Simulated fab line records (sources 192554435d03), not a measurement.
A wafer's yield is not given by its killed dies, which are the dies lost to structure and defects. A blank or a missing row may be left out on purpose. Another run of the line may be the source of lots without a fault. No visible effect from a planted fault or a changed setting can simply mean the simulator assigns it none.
Which of the tools did it?    flow n5 finfet    15 lots with 45 wafers sampled at 7 steps, on a route of 1938 steps

## WHAT THE GAUGES READ, wafer by wafer
N5_BEOL_M1_INSPECT_13: inspects for defects (brightfield). Usual: raw defect count at 401, with a standard deviation of 110.
lot   measured      on                 raw defect count  flag
L340  day 6 05:49   defect inspect-01  385 441 519       
L341  day 6 18:55   defect inspect-02  372 476 341       
L343  day 7 02:12   defect inspect-02  345 406 376       
L349  day 8 19:01   defect inspect-02  420 307 372       
L350  day 9 01:40   defect inspect-02  389 371 399       
L351  day 9 10:04   defect inspect-01  601 468 457       
L352  day 9 16:18   defect inspect-01  232 258 368       
L354  day 10 03:17  defect inspect-02  418 296 301       
L355  day 10 08:50  defect inspect-01  322 391 247       
L356  day 10 10:16  defect inspect-01  490 418 652       
L357  day 11 01:02  defect inspect-02  407 548 373       
L358  day 11 02:28  defect inspect-01  377 458 690       
L359  day 11 05:10  defect inspect-01  440 323 413       
L360  day 11 23:07  defect inspect-02  282 248 347       
L361  day 12 02:37  defect inspect-02  367 383 324       

N5_BEOL_M1_CD_MEAS_18: pitch 36 nm, target cd 18 nm. Usual: cd nm at 18.0 nm, with a standard deviation of 0.35.
lot   measured      on         cd nm (nm)      flag
L340  day 6 06:17   cd sem-02  17.6 18.0 17.5  
L341  day 6 19:27   cd sem-03  17.9 17.9 18.1  
L343  day 7 04:20   cd sem-02  17.7 18.4 18.3  
L349  day 8 19:49   cd sem-02  17.9 18.0 17.7  
L350  day 9 02:07   cd sem-01  - - -           OFF
L351  day 9 10:44   cd sem-02  - - -           OFF
L352  day 9 17:01   cd sem-01  - - -           OFF
L354  day 10 03:51  cd sem-03  18.2 17.9 18.0  
L355  day 10 09:18  cd sem-02  17.7 18.3 17.7  
L356  day 10 10:55  cd sem-03  18.4 18.6 18.7  
L357  day 11 01:47  cd sem-03  17.9 18.0 17.9  
L358  day 11 03:16  cd sem-01  18.6 17.9 18.6  
L359  day 11 05:49  cd sem-01  17.4 17.9 18.2  
L360  day 11 23:57  cd sem-01  17.9 18.3 17.9  
L361  day 12 03:13  cd sem-03  18.0 18.0 17.9  

N5_BEOL_M4_RC_MEAS_101. Usual: DIBL_N 35.9 mV/V, standard deviation 1.8; DIBL_P 36.2 mV/V, standard deviation 2; IOFF_N 0.16 nA/um, standard deviation 0.031; IOFF_P 0.22 nA/um, standard deviation 0.041; ION_N 676 uA/um, standard deviation 11; ION_P 465 uA/um, standard deviation 8.5; SS_N 71.4 mV/dec, standard deviation 0.64; SS_P 73.2 mV/dec, standard deviation 0.7; VT_N 250 mV, standard deviation 3.5; VT_P -250 mV, standard deviation 3.9.
lot   measured      on         DIBL_N (mV/V)   DIBL_P (mV/V)   IOFF_N (nA/um)  IOFF_P (nA/um)  ION_N (uA/um)  ION_P (uA/um)  SS_N (mV/dec)   SS_P (mV/dec)   VT_N (mV)    VT_P (mV)       flag
L340  day 8 04:22   prober-02  35.3 34.0 35.9  37.7 35.3 37.8  0.15 0.13 0.16  0.21 0.18 0.22  681 657 688    472 456 467    70.8 70.9 70.8  73.5 73.1 73.5  250 253 251  -250 -252 -249  
L341  day 8 14:21   prober-02  36.6 33.5 35.1  35.9 32.5 35.4  0.17 0.11 0.15  0.19 0.15 0.18  673 657 676    449 450 457    71.5 70.8 71.1  73.4 71.8 72.0  250 252 250  -251 -254 -251  
L343  day 9 03:10   prober-01  36.8 36.2 34.8  36.1 35.4 34.8  0.18 0.15 0.15  0.25 0.24 0.23  681 673 678    471 474 472    72.3 71.4 71.2  73.8 74.1 73.0  249 250 249  -244 -245 -247  
L349  day 10 22:18  prober-01  36.8 37.4 38.1  36.0 37.1 37.7  0.13 0.16 0.18  0.19 0.21 0.24  653 679 680    450 465 473    72.2 71.1 72.2  72.7 73.3 73.7  256 248 249  -252 -253 -250  
L354  day 11 20:20  prober-01  35.2 34.8 35.6  35.3 35.6 35.4  0.14 0.13 0.14  0.17 0.16 0.17  675 676 678    460 458 455    70.3 71.0 71.6  72.5 72.3 72.6  250 254 252  -253 -256 -256  
L355  day 12 02:34  prober-01  37.0 35.4 36.2  35.9 35.0 35.4  0.19 0.14 0.16  0.23 0.20 0.21  682 678 671    465 468 462    72.1 72.1 72.0  72.8 72.6 73.4  244 251 250  -248 -251 -251  
L356  day 12 05:52  prober-01  37.3 36.9 38.6  38.5 37.9 39.0  0.21 0.20 0.22  0.24 0.23 0.24  689 689 691    464 468 463    72.4 71.9 71.9  74.3 74.2 74.4  245 244 246  -249 -251 -250  
L357  day 12 20:40  prober-02  36.1 42.1 37.3  35.7 43.3 37.6  0.13 0.29 0.16  0.20 0.37 0.25  661 712 677    461 481 469    70.1 71.9 70.5  73.6 74.9 74.3  252 239 250  -250 -239 -246  
L358  day 13 02:40  prober-01  38.3 38.3 37.5  40.2 39.0 37.9  0.22 0.20 0.18  0.28 0.26 0.24  679 685 678    470 476 464    72.5 72.2 72.2  74.3 73.0 73.7  247 246 248  -245 -246 -247  
L359  day 13 04:31  prober-01  36.6 37.2 38.2  37.1 37.5 39.3  0.16 0.16 0.21  0.25 0.26 0.30  684 673 702    476 470 484    71.8 71.3 71.5  72.6 73.7 73.6  248 251 244  -247 -247 -246  
L360  day 13 15:16  prober-01  36.2 34.7 34.8  34.7 33.7 33.1  0.17 0.14 0.15  0.22 0.20 0.19  680 669 662    459 466 458    71.8 71.2 71.2  73.0 72.9 71.8  247 249 250  -251 -251 -250  
L361  day 13 20:48  prober-02  35.1 37.9 37.0  35.2 37.1 36.8  0.14 0.18 0.16  0.21 0.24 0.24  684 691 678    470 473 470    71.1 71.3 71.6  72.6 74.2 73.5  247 248 248  -248 -248 -248  

## EACH LOT AND THE TOOL THAT RAN IT (in order: tool; ch and the chambers of the sampled wafers; start)
lot   N5_BEOL_M0_ANNEAL_119             N5_BEOL_M0_PRE_CLEAN_131          N5_BEOL_M1_ETCH_64                  N5_BEOL_M1_HM_OPEN_17
L340  rtp anneal-01 ch 0, day 6 02:41   cvd co-02 ch 0,1,2, day 6 03:29   rie diel-01 ch 0,2,3, day 6 05:56   rie metal-01 ch 0,1, day 6 06:05
L341  rtp anneal-01 ch 0, day 6 15:41   cvd co-02 ch 0,1,2, day 6 16:16   rie diel-01 ch 1,2,3, day 6 19:01   rie metal-01 ch 0,1, day 6 19:11
L343  rtp anneal-01 ch 0, day 6 23:48   cvd co-01 ch 0,1,2, day 7 00:23   rie diel-06 ch 0,3, day 7 03:56     rie metal-02 ch 0,1, day 7 04:05
L349  rtp anneal-01 ch 0, day 8 16:35   cvd co-02 ch 0,1,2, day 8 17:13   rie diel-01 ch 1,2,3, day 8 19:28   rie metal-01 ch 0,1, day 8 19:38
L350  rtp anneal-01 ch 0, day 8 21:46   cvd co-02 ch 0,1,2, day 8 22:21   rie diel-01 ch 0,1,3, day 9 01:46   rie metal-01 ch 0,1, day 9 01:56
L351  rtp anneal-01 ch 0, day 9 08:07   cvd co-01 ch 0,2, day 9 08:45     rie diel-06 ch 1,2, day 9 10:23     rie metal-02 ch 0,1, day 9 10:33
L352  rtp anneal-01 ch 0, day 9 14:17   cvd co-02 ch 0,1, day 9 14:56     rie diel-04 ch 0,1, day 9 16:37     rie metal-02 ch 0,1, day 9 16:47
L354  rtp anneal-01 ch 0, day 10 01:02  cvd co-01 ch 0,1,2, day 10 01:34  rie diel-04 ch 0,1, day 10 03:24    rie metal-01 ch 0,1, day 10 03:36
L355  rtp anneal-01 ch 0, day 10 06:38  cvd co-01 ch 0,2, day 10 07:17    rie diel-01 ch 0,1,3, day 10 08:57  rie metal-03 ch 0,1, day 10 09:07
L356  rtp anneal-01 ch 0, day 10 08:34  cvd co-01 ch 0,1,2, day 10 09:11  rie diel-06 ch 2,3, day 10 10:23    rie metal-03 ch 0,1, day 10 10:34
L357  rtp anneal-01 ch 0, day 10 23:03  cvd co-02 ch 0,1, day 10 23:41    rie diel-04 ch 0,1, day 11 01:22    rie metal-01 ch 0,1, day 11 01:32
L358  rtp anneal-01 ch 0, day 11 00:20  cvd co-02 ch 0,1,2, day 11 00:58  rie diel-06 ch 0,2, day 11 02:53    rie metal-02 ch 0,1, day 11 03:04
L359  rtp anneal-01 ch 0, day 11 03:29  cvd co-01 ch 0,1, day 11 04:07    rie diel-06 ch 1,2, day 11 05:16    rie metal-01 ch 0,1, day 11 05:38
L360  rtp anneal-01 ch 0, day 11 19:56  cvd co-01 ch 0,1, day 11 20:34    rie diel-06 ch 0,1,3, day 11 23:20  rie metal-01 ch 0,1, day 11 23:46
L361  rtp anneal-02 ch 0, day 11 23:08  cvd co-02 ch 0,1, day 11 23:58    rie diel-01 ch 0,1,2, day 12 02:48  rie metal-01 ch 0,1, day 12 02:58
- N5_BEOL_M0_ANNEAL_119: time 90 s.
- N5_BEOL_M0_PRE_CLEAN_131: time 15 s.
- N5_BEOL_M1_ETCH_64: etches SOC in N2/H2, target depth 75 nm, overetch 15 nm, time 112.5 s.
- N5_BEOL_M1_HM_OPEN_17: chemistry Cl2/BCl3, target TiN, target depth 20 nm, overetch 6 nm.

## WHAT THE TOOLS THEMSELVES READ (means of the sampled wafers that have a number; where no wafer has one, the mark that the record gives instead)
N5_BEOL_M0_ANNEAL_119. Usual: anneal temp c 225.00 C, standard deviation 0.17; wafer_temp_C_max 225.64, standard deviation 0.24.
lot   tool           anneal temp c (C)  wafer_temp_C_max  flag
L340  rtp anneal-01  225.02             225.79            
L341  rtp anneal-01  224.95             225.93            
L343  rtp anneal-01  224.91             225.53            
L349  rtp anneal-01  224.96             225.36            
L350  rtp anneal-01  225.33             225.35            
L351  rtp anneal-01  224.97             225.64            
L352  rtp anneal-01  225.08             225.40            
L354  rtp anneal-01  225.11             225.50            
L355  rtp anneal-01  224.87             225.58            
L356  rtp anneal-01  225.23             225.70            
L357  rtp anneal-01  224.65             225.60            
L358  rtp anneal-01  224.88             225.46            
L359  rtp anneal-01  224.99             225.76            
L360  rtp anneal-01  225.00             225.47            
L361  rtp anneal-02  224.94             226.20            

N5_BEOL_M0_PRE_CLEAN_131. Usual: heater power w at 78 W, with a standard deviation of 13.
lot   tool       heater power w (W)  flag
L340  cvd co-02  73                  
L341  cvd co-02  75                  
L343  cvd co-01  81                  
L349  cvd co-02  73                  
L350  cvd co-02  74                  
L351  cvd co-01  74                  
L352  cvd co-02  72                  
L354  cvd co-01  82                  
L355  cvd co-01  74                  
L356  cvd co-01  84                  
L357  cvd co-02  82                  
L358  cvd co-02  75                  
L359  cvd co-01  91                  
L360  cvd co-01  88                  
L361  cvd co-02  82                  

N5_BEOL_M1_ETCH_64. Usual: bias w 150.0 W, standard deviation 0.45; chamber pressure mTorr 30.001 mTorr, standard deviation 0.028; drypump motor current A 5.7 A, standard deviation 0.5; oes product au 0.61 a.u., standard deviation 0.057; rf vpp V 524.5 V, standard deviation 3; showerhead plenum p Torr 2.56 Torr, standard deviation 0.1; throttle valve pct 17.89 %, standard deviation 0.22.
lot   tool         bias w (W)  chamber pressure mTorr (mTorr)  drypump motor current A (A)  oes product au (a.u.)  rf vpp V (V)  showerhead plenum p Torr (Torr)  throttle valve pct (%)  flag
L340  rie diel-01  149.7       30.018                          5.8                          0.58                   523.5         2.52                             17.90                   
L341  rie diel-01  150.0       29.997                          5.8                          0.60                   524.4         2.57                             17.87                   
L343  rie diel-06  149.5       29.992                          5.8                          0.58                   524.8         2.59                             17.96                   
L349  rie diel-01  149.8       29.981                          5.8                          0.59                   524.7         2.57                             17.89                   
L350  rie diel-01  -           -                               -                            -                      -             -                                -                       OFF
L351  rie diel-06  -           -                               -                            -                      -             -                                -                       OFF
L352  rie diel-04  -           -                               -                            -                      -             -                                -                       OFF
L354  rie diel-04  149.7       29.990                          5.4                          0.56                   525.7         2.62                             18.26                   
L355  rie diel-01  149.5       30.017                          6.2                          0.57                   522.2         2.48                             18.01                   
L356  rie diel-06  149.8       30.008                          5.7                          0.61                   524.7         2.56                             17.85                   
L357  rie diel-04  149.8       30.011                          5.3                          0.58                   526.2         2.62                             18.04                   
L358  rie diel-06  149.7       30.007                          5.3                          0.61                   526.8         2.64                             17.92                   
L359  rie diel-06  150.4       30.003                          5.3                          0.63                   521.6         2.47                             17.79                   
L360  rie diel-06  150.1       30.008                          5.8                          0.64                   523.1         2.49                             17.81                   
L361  rie diel-01  149.9       29.995                          5.9                          0.58                   523.2         2.52                             18.01                   

N5_BEOL_M1_HM_OPEN_17. Usual: drypump motor current A 5.8 A, standard deviation 0.38; oes product au 0.59 a.u., standard deviation 0.061; throttle valve pct 22.31 %, standard deviation 0.21.
lot   tool          drypump motor current A (A)  oes product au (a.u.)  throttle valve pct (%)  flag
L340  rie metal-01  6.0                          0.58                   22.30                   
L341  rie metal-01  6.0                          0.59                   22.14                   
L343  rie metal-02  5.3                          0.59                   22.44                   
L349  rie metal-01  6.0                          0.58                   22.15                   
L350  rie metal-01  6.0                          0.24                   22.98                   OFF
L351  rie metal-02  5.5                          0.24                   23.03                   OFF
L352  rie metal-02  5.3                          0.26                   23.10                   OFF
L354  rie metal-01  6.0                          0.55                   22.34                   
L355  rie metal-03  6.1                          0.66                   22.35                   
L356  rie metal-03  6.0                          0.66                   22.34                   
L357  rie metal-01  6.0                          0.55                   22.33                   
L358  rie metal-02  5.5                          0.75                   22.16                   
L359  rie metal-01  6.1                          0.56                   22.33                   
L360  rie metal-01  6.0                          0.54                   22.35                   
L361  rie metal-01  6.0                          0.54                   22.34                   

## THE ANSWER, worked out from the rows above alone
Rule: a lot is off if the mean of its wafers that have a number lies more than 3 standard deviations from the usual mean. Also off: a lot with no number at a reading for which 4 or more lots have one. Any other lot the step has rows for is counted as sound. The gauges are gone through in route order, then the tools' own readings, and for those a lot's mean is taken as printed above. At the first step where some lot is off, the reading lying furthest off is the one used; lots without a number count as furthest.
Off at N5_BEOL_M1_CD_MEAS_18 (cd nm): L350, L351, L352. Without a number there: L350, L351, L352.
If a tool, at a process step before that reading, ran all the lots that are off and no sound lot after the first of them, it fits. Not tried: the gauges at N5_BEOL_M1_CD_MEAS_18; whatever is off there is also off at N5_BEOL_M1_ETCH_64, on other tools, and gauge error can't account for it. None of those tried fits.

## WHAT HAD BEEN PUT IN BY THE SIMULATOR
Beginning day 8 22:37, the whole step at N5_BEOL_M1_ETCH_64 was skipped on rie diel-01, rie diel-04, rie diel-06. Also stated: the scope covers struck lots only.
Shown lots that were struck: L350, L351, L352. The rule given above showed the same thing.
